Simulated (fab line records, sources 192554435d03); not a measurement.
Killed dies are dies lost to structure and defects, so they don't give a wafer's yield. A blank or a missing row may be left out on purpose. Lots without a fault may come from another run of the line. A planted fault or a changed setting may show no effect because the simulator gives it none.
Split-lot experiment | flow n5_finfet | 7 lots, 39 wafers read, on a route of 1938 steps

THE SPLIT
At N5_DUMMY_GATE_ETCH_31 (etches SiO2 in C4F6/O2, target depth 82.5 nm, time 27.5 s), the setting target_depth_a was moved away from the recipe's 825 angstrom on 15 of the 39 wafers read, by -11.6% to +12.1%. The other wafers ran this setting at the recipe's value.

The reading is taken at the split's own step.

THE READING
SOC_of_DUMMY_GATE_COAT_34.thk_nm (the simulator's own value, which no gauge read), in nm, at N5_DUMMY_GATE_ETCH_31 (etches SiO2 in C4F6/O2, target depth 82.5 nm, time 27.5 s). The file gives no usual value for it. The 24 wafers here that ran the recipe average 51.7 nm, standard deviation 0.26 nm.

wafer  | tool, chamber at the split | target_depth_a as run, angstrom | against the recipe | SOC_of_DUMMY_GATE_COAT_34.thk_nm, nm | against lot-mates on the recipe
L074.1 | rie_diel-03, 3             | 825                             | recipe             | 51.6                                 | -
L074.2 | rie_diel-03, 2             | 825                             | recipe             | 51.6                                 | -
L074.3 | rie_diel-03, 1             | 825                             | recipe             | 51.2                                 | -
L074.4 | rie_diel-03, 0             | 825                             | recipe             | 52                                   | -
L074.5 | rie_diel-03, 3             | 825                             | recipe             | 51.6                                 | -
L074.6 | rie_diel-03, 0             | 825                             | recipe             | 51.8                                 | -
L076.1 | rie_diel-03, 2             | 825                             | recipe             | 52.2                                 | -
L076.2 | rie_diel-03, 3             | 825                             | recipe             | 51.8                                 | -
L076.3 | rie_diel-03, 1             | 924.9                           | +12.1%             | 50.6                                 | -1.4
L076.4 | rie_diel-03, 0             | 825                             | recipe             | 52                                   | -
L076.5 | rie_diel-03, 1             | 924.9                           | +12.1%             | 50.6                                 | -1.4
L076.6 | rie_diel-03, 0             | 924.9                           | +12.1%             | 51.2                                 | -0.8
L078.1 | rie_diel-03, 0             | 825                             | recipe             | 51.8                                 | -
L078.2 | rie_diel-03, 1             | 825                             | recipe             | 51.4                                 | -
L078.5 | rie_diel-03, 3             | 825                             | recipe             | 51.6                                 | -
L080.1 | rie_diel-05, 3             | 768.9                           | -6.8%              | 52.4                                 | +0.5
L080.2 | rie_diel-05, 2             | 825                             | recipe             | 51.6                                 | -
L080.3 | rie_diel-05, 0             | 768.9                           | -6.8%              | 52.4                                 | +0.5
L080.4 | rie_diel-05, 1             | 825                             | recipe             | 52.2                                 | -
L080.5 | rie_diel-05, 3             | 825                             | recipe             | 52                                   | -
L080.6 | rie_diel-05, 2             | 768.9                           | -6.8%              | 52.2                                 | +0.3
L093.1 | rie_diel-05, 3             | 729                             | -11.6%             | 52.6                                 | +0.9
L093.2 | rie_diel-05, 2             | 825                             | recipe             | 51.4                                 | -
L093.3 | rie_diel-05, 1             | 729                             | -11.6%             | 52.8                                 | +1.1
L093.4 | rie_diel-05, 0             | 825                             | recipe             | 51.6                                 | -
L093.5 | rie_diel-05, 1             | 825                             | recipe             | 52                                   | -
L093.6 | rie_diel-05, 2             | 729                             | -11.6%             | 52.6                                 | +0.9
L094.1 | rie_diel-03, 2             | 869.5                           | +5.4%              | 51.4                                 | -0.2
L094.2 | rie_diel-03, 0             | 825                             | recipe             | 51.8                                 | -
L094.3 | rie_diel-03, 1             | 825                             | recipe             | 51.6                                 | -
L094.4 | rie_diel-03, 3             | 825                             | recipe             | 51.4                                 | -
L094.5 | rie_diel-03, 1             | 869.5                           | +5.4%              | 50.8                                 | -0.8
L094.6 | rie_diel-03, 0             | 869.5                           | +5.4%              | 51.4                                 | -0.2
L097.1 | rie_diel-03, 0             | 825                             | recipe             | 52                                   | -
L097.2 | rie_diel-03, 1             | 825                             | recipe             | 51.4                                 | -
L097.3 | rie_diel-03, 2             | 744.5                           | -9.8%              | 52.6                                 | +0.9
L097.4 | rie_diel-03, 3             | 825                             | recipe             | 51.6                                 | -
L097.5 | rie_diel-03, 2             | 744.5                           | -9.8%              | 52.6                                 | +0.9
L097.6 | rie_diel-03, 1             | 744.5                           | -9.8%              | 52.4                                 | +0.7

THE FIT
A straight line over all 39 wafers: SOC_of_DUMMY_GATE_COAT_34.thk_nm changes by -0.0818 nm for each +1% of target_depth_a; r = -0.89; the points scatter about the line by 0.25 nm.
The same after taking each lot's own level away (the mean of its wafers on the recipe; 39 wafers): -0.0878 nm for each +1%; r = -0.92; scatter 0.23 nm.
On that fit, the largest move of target_depth_a shifts the reading by 1.1 nm.
The lots' own levels span 51.60 to 52.00 nm, that is 1.5 times the standard deviation above.
So the lot-to-lot level changes the slope little: the two slopes agree.
Check: with one of the wafers moved furthest among these (+12.1%) left out of the fit, the line predicts -1.03 nm for it against its lot-mates. It came out at -1.4 nm against them.

OTHER SPLITS ON THESE WAFERS
These wafers also went through other splits before the reading. Each is held against what the fit with the lots' levels taken away leaves over:
other split on the same wafers        | wafers away from the commonest value | r with SOC_of_DUMMY_GATE_COAT_34.thk_nm (lot level and that fit taken away)
N5_WELL_APT_IMPLANT_31 energy_kev     | 12                                   | +0.10
N5_FIN_SAQP_SPACER1_ALD_24 ald_cycles | 15                                   | -0.05

THE WHOLE CHAIN: every reading that the file lists as answering this split, in the file's order
step                  | what it does                                              | reading                                                                           | change (the file's fit)                | r (the file's)
N5_DUMMY_GATE_ETCH_31 | etches SiO2 in C4F6/O2, target depth 82.5 nm, time 27.5 s | etch.depth_nm (the simulator's own value, which no gauge read)                    | +0.819 nm for each +1% of the setting  | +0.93
N5_DUMMY_GATE_ETCH_31 | etches SiO2 in C4F6/O2, target depth 82.5 nm, time 27.5 s | SOC_of_DUMMY_GATE_COAT_34.thk_nm (the simulator's own value, which no gauge read) | -0.0873 nm for each +1% of the setting | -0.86

THE FILE'S OWN FIT
SOC_of_DUMMY_GATE_COAT_34.thk_nm changes by -0.0873 nm for each +1% of target_depth_a, r = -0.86.
